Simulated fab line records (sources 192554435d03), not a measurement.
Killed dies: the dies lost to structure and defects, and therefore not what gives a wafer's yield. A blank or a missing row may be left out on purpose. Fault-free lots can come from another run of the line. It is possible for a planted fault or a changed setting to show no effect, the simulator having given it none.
One fault through the eyes of 2 desks	flow n5-finfet	what lay behind the numbers comes last; until then each desk has only its own

== DESK OF THE TOOL OWNER: pecvd-04 ==
The tool's own readings at N5_FIN_SAQP_PECVD_47 (deposits a-Si from SiH4/He, target thk 45 nm, time 36.3 s): means of the sampled wafers that have a number, for each lot that ran on this tool. A lot is out of limits, marked OUT, if its mean lies more than 4 standard deviations from the usual mean; the brackets give that distance.
Columns: A = heater-power-w at N5_FIN_SAQP_PECVD_47, usual 860 W; B = run-length-s at N5_FIN_SAQP_PECVD_47, usual 72.8 s; C = showerhead-plenum-p-Torr at N5_FIN_SAQP_PECVD_47, usual 5.63 Torr; D = throttle-valve-pct at N5_FIN_SAQP_PECVD_47, usual 17.9 %
lot	first seen here	A	B	C	D
L778	day 3 03:38	865	72.7	5.59	17.8
L780	day 3 16:17	862	72.9	5.63	17.4
L783	day 4 09:32	902	73.1	5.62	17.4
L788	day 5 15:32	895	76.7 (+6.8) OUT	5.63	17.3
L789	day 5 23:16	860	74.8	5.62	17.5
Finding of this desk: L788 out of limits; the first was L788 at day 5 15:32, on run-length-s at N5_FIN_SAQP_PECVD_47. L778, L780, L783, L789: within limits.

== FROM THE METROLOGY DESK ==
Lot by lot, what the gauges showed, no matter which tool ran the lot: averages of those sampled wafers that carry a number. A lot is out of limits, marked OUT, if its mean lies more than 4 standard deviations from the usual mean; the brackets give that distance. Shown here are 7 of its 11 readings, the ones lying furthest out on some lot.
Columns: A = DIBL_N at N5_BEOL_M4_RC_MEAS_101, usual 35.9 mV/V; B = DIBL_P at N5_BEOL_M4_RC_MEAS_101, usual 36.3 mV/V; C = IOFF_P at N5_BEOL_M4_RC_MEAS_101, usual 0.208 nA/um; D = ION_N at N5_BEOL_M4_RC_MEAS_101, usual 672 uA/um; E = ION_P at N5_BEOL_M4_RC_MEAS_101, usual 462 uA/um; F = SS_P at N5_BEOL_M4_RC_MEAS_101, usual 73.3 mV/dec; G = VT_P at N5_BEOL_M4_RC_MEAS_101, usual -250.5 mV
lot	first seen here	A	B	C	D	E	F	G
L775	day 2 05:06	34.0	36.5	0.203	668	462	73.6	-251.1
L778	day 2 23:23	35.9	37.4	0.206	664	457	73.2	-251.8
L780	day 3 12:36	37.8	38.8	0.240	678	470	74.4	-249.3
L783	day 4 05:51	35.4	34.7	0.207	668	464	73.1	-246.3
L788	day 5 11:28	36.4	37.0	0.254	681	473	73.6	-247.9
L789	day 5 19:31	36.6	37.7	0.213	675	458	73.3	-251.3
L792	day 6 13:02	33.9	34.7	0.216	674	468	73.1	-247.3
L793	day 6 17:33	34.5	36.6	0.198	676	465	73.2	-251.8
L794	day 6 23:52	36.7	37.8	0.221	687	467	74.0	-249.1
This desk's verdict: no lot among the 9 shows anything out of limits.

== TAKEN TOGETHER ==
The tool owner's desk had the chance to raise an alarm at day 5 15:32 on L788.
At the metrology desk, nothing out of limits was observed.
The metrology desk holds a record of L788, inside its limits.
Of the lots named, all ran N5_FIN_SAQP_PECVD_47 on pecvd-04.

== WHAT WAS PUT IN BY THE SIMULATOR ==
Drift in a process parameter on pecvd-04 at N5_FIN_SAQP_PECVD_47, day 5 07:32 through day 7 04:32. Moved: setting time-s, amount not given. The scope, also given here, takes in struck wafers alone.
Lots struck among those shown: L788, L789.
Each desk's first reading out of limits, in hours after the fault started: the tool owner's desk, 8.
